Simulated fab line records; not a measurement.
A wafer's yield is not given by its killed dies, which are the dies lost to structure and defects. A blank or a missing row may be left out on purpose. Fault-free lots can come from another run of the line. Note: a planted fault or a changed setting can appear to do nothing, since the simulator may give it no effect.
Problem report, 8D (eight disciplines) form, completed by code | flow nandHarc | the parts of the form that need people (team, actions taken, sign-off) are left out

## 1. PROBLEM STATEMENT
Wafers without a fault read 553, standard deviation 100; rawDefectCount at NHARC_THIN_TSV_INSPECT_40 reads a mean of 1704 on 2 wafers belonging to 2 lots. Relative to the usual mean, that is a shift of +12 standard deviations.
Earliest sighting: wafer L360.2 on defectInspect-02 at day 30 17:47. The record holds 36 wafers of 12 lots with a number at this step. By rule, "out" or "out of limits" means more than 4 standard deviations away from the usual mean. All remaining wafers that have a number are taken as sound.

## 2. WHAT IT IS; WHAT IT IS NOT
question                    | is                                 | is not
which readings at this step | rawDefectCount                     | -
which lots                  | L359, L360                         | L342, L343, L345, L346, L347, L349, L352, L356, L357, L365
which wafers of those lots  | L359.6, L360.2                     | L359.2, L359.4, L360.3, L360.4
read on which gauges        | defectInspect-01, defectInspect-02 | -
when                        | from day 30 17:47                  | up to then (29 sound wafers); but 5 sound wafers of L359, L365 came after

## 3. SUSPECTS, AND WHAT RULES EACH OUT
Counting: a tool at a process step up to the reading stays a suspect if it ran every lot that is out. Sound lots after the first of them don't rule it out here, since some wafers of a struck lot are sound.
- the gauge at NHARC_THIN_TSV_INSPECT_40: ruled out. 2 gauges (defectInspect-01, defectInspect-02) read the wafers that are out.
- rtpAnneal-01 at NHARC_THIN_TSV_ANNEAL_52 (time 90 s): kept. Ran every lot that is out, first one L360 (day 30 10:37); last sound lot up to then L356 (day 30 09:14).
- pvdSputter-03 at NHARC_THIN_TSV_PVD_24 (deposits Al, target thk 800 nm): kept. Ran every lot that is out, first one L360 (day 30 11:40); last sound lot up to then L357 (day 30 02:44).
Remaining after the count are rtpAnneal-01 at NHARC_THIN_TSV_ANNEAL_52 and pvdSputter-03 at NHARC_THIN_TSV_PVD_24.

## 4. THE CAUSE (what the simulator had put in)
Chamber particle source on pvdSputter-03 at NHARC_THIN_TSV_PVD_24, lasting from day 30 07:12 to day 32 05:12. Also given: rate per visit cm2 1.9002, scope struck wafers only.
2 suspects survive the count, and this tool is in that group.

## 5. SEQUENCE OF EFFECTS, ordered by route
Each row: a reading where the mean over the struck wafers with a number is more than 3 standard deviations away from the usual. Readings are gone through only where the record gives a usual standard deviation; hours: the median, over the lots, of the time from a lot's start at the first step in this table giving one to that lot's start at this step; sigmas: the change measured in usual standard deviations.
hours | step                      | reading        | usual | on struck wafers | change | sigmas
0     | NHARC_THIN_TSV_INSPECT_40 | rawDefectCount | 553   | 1704             | +1152  | +12
8     | NHARC_END_SORT_01         | killedAtOther  | 1.1   | 66.5             | +65.4  | +47

## 6. HOW IT WOULD HAVE BEEN CAUGHT EARLIER
11 hours passed between the start of the fault at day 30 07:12 and the first reading out of limits at a measuring or inspecting step in this record, taken at day 30 17:47.
Lots out: 2; all had begun NHARC_THIN_TSV_PVD_24 on pvdSputter-03 by day 30 17:47. None of them would have been spared by holding the tool at that moment.
